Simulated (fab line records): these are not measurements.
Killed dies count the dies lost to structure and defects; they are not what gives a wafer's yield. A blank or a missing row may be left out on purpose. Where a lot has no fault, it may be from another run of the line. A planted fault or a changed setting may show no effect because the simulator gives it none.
8D (eight disciplines) problem report, filled in by code :: flow nand harc :: the parts of the form that need people (team, actions taken, sign-off) are left out

1. WHAT WENT WRONG
rf fwd power W at NHARC_THIN_TSV_ETCH_44 reads a mean of 179.5 W on 3 wafers of 2 lots; wafers without a fault read 299.6 W with a standard deviation of 0.91. So: -99 or more standard deviations from the usual mean.
The step: etches the open film in CF4/O2, target depth 1594.2 nm, time 797.1 s.
Seen first at day 27 04:46 on rie diel-13, wafer L198.1. The record holds 42 wafers of 14 lots with a number at this step. Rule for "out" (also "out of limits"): further than 4 standard deviations from the usual mean. The other wafers with a number count as sound.

2. WHAT IT IS, AND WHAT IT ISN'T
question: which readings at this step
is: rf fwd power W, oes product au
is not: chamber pressure mTorr, drypump motor current A, rf vpp V, showerhead plenum p Torr, throttle valve pct

question: which lots
is: L198, L199
is not: L189, L191, L193, L194, L195, L197, L207, L208, L209, L210, L211, L212

question: which wafers of those lots
is: L198.1, L199.4, L199.5
is not: L198.3, L198.5, L199.6

question: read on which tools
is: rie diel-13
is not: rie diel-09, rie diel-12

question: when
is: from day 27 04:46
is not: up to then (20 sound wafers); but 19 sound wafers of L199, L207, L208, L209, L210, L211, L212 came after

3. WHAT RULES OUT EACH SUSPECT
Counting: a tool at a process step up to the reading stays a suspect if it ran every lot that is out. Sound lots after the first of them don't rule it out here, since some wafers of a struck lot are sound.
- pvd sputter-02 at NHARC_A_BONDPAD_PRE_CLEAN_26 (time 30 s): kept. Ran every lot that is out, first one L198 (day 27 00:34); last sound lot up to then L195 (day 27 00:34). NHARC_A_BONDPAD_PRE_CLEAN_26 gives no start for some lots, so the hours and the order of its lots are those of NHARC_HYBRID_BOND_OVL_MEAS_05.
- rie diel-13 at NHARC_THIN_TSV_ETCH_44 (etches the open film in CF4/O2, target depth 1594.2 nm, time 797.1 s): kept. Ran every lot that is out, first one L198 (day 27 04:46); last sound lot up to then L195 (day 27 03:41). Out on those wafers are its own readings of oes product au, rf fwd power W.
- rie diel-13, NHARC_THIN_TSV_ETCH_44: wafers that are out in chamber 0, sound lot-mates in chambers 1, 2.
After counting, pvd sputter-02 at NHARC_A_BONDPAD_PRE_CLEAN_26 and rie diel-13 at NHARC_THIN_TSV_ETCH_44 remain.

4. THE CAUSE (what the simulator had put in)
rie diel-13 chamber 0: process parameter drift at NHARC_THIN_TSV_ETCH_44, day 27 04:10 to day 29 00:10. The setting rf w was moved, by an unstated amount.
This tool is one of the 2 suspects left after counting.

5. THE CHAIN OF EFFECTS, in route order
Rows list readings where the struck wafers' mean (over those with a number) sits beyond 3 standard deviations from the usual. Scope: only readings with a usual standard deviation given in the record; hours: median across lots of the time from each lot's start at the first step in this table that gives one to its start at this step; sigmas: change in usual standard deviations.
hours: 0
step: NHARC_THIN_TSV_ETCH_44
reading: oes product au
usual: 1.004 a.u.
on struck wafers: 0.754
change: -0.250
sigmas: -28

hours: 0
step: NHARC_THIN_TSV_ETCH_44
reading: rf fwd power W
usual: 299.6 W
on struck wafers: 179.5
change: -120.1
sigmas: -99 or more
Process steps it contains:
- NHARC_THIN_TSV_ETCH_44: etches the open film in CF4/O2, target depth 1594.2 nm, time 797.1 s.

6. HOW IT WOULD HAVE BEEN CAUGHT EARLIER
In this record the first reading out of limits was taken at day 27 04:46, 1 hour after the fault began at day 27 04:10.
